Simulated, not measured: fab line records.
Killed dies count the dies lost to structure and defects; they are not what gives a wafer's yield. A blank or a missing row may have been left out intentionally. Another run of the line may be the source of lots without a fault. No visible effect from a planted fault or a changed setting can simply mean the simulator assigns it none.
Matching of chambers    flow n5_finfet    rie_diel-05 running N5_BEOL_M2_VIA_ETCH_34: 4 sister chambers
The step etches the open film in C4F6/O2, target depth 69.4 nm, time 65.9 s. 14 wafers are shown with their chamber, then 7 later ones without.

== WAFERS PAIRED WITH THEIR CHAMBERS ==
wafer   chamber  drypump_motor_current_A (A)  showerhead_plenum_p_Torr (Torr)  throttle_valve_pct (%)
L082.3  1        6.3                          2.77                             30.45
L082.5  1        6.3                          2.77                             30.44
L082.6  2        5.7                          2.82                             30.58
L084.3  0        6.1                          2.85                             30.83
L084.5  0        6.1                          2.85                             30.83
L084.6  3        5.5                          2.94                             30.60
L086.2  1        6.3                          2.77                             30.45
L086.3  2        5.7                          2.82                             30.61
L086.6  1        6.4                          2.77                             30.46
L087.3  3        5.5                          2.94                             30.60
L087.4  1        6.3                          2.76                             30.44
L087.6  3        5.5                          2.94                             30.60
L089.2  1        6.3                          2.76                             30.45
L089.4  0        6.1                          2.84                             30.85

SIGNATURES (means of the wafers above)
reading                   chamber 0  chamber 1  chamber 2  chamber 3  scatter within a chamber
drypump_motor_current_A   6.100      6.317      5.700      5.500      0.0289
showerhead_plenum_p_Torr  2.8467     2.7667     2.8200     2.9400     0.00447
throttle_valve_pct        30.8367    30.4483    30.5950    30.6000    0.01
Rule: distance of a wafer from a chamber = root of the sum over the readings of ((wafer's reading minus chamber's mean) / reading's scatter) squared. If the next closest chamber is less than 2 further off than the closest, the wafer can't be placed; otherwise it belongs to the closest. How the scatter is found: for the shown wafers, subtract from each reading the mean of its chamber, square and add these, divide the total by (wafers less chambers), then take the root.

== WAFERS WITHOUT THEIR CHAMBER ==
wafer   drypump_motor_current_A (A)  showerhead_plenum_p_Torr (Torr)  throttle_valve_pct (%)
L089.5  6.1                          2.84                             30.85
L093.3  6.3                          2.76                             30.47
L093.5  6.3                          2.76                             30.46
L093.6  6.1                          2.84                             30.84
L094.1  5.7                          2.81                             30.61
L094.2  6.1                          2.83                             30.85
L094.6  5.7                          2.81                             30.63

== EACH ONE'S CHAMBER ==
wafer   from the rows above  in truth
L089.5  0                    0
L093.3  1                    1
L093.5  1                    1
L093.6  0                    0
L094.1  2                    2
L094.2  0                    0
L094.6  2                    2
Correct placement for 7 of the 7. Left unplaced by these rows: 0. Number placed wrongly: 0.
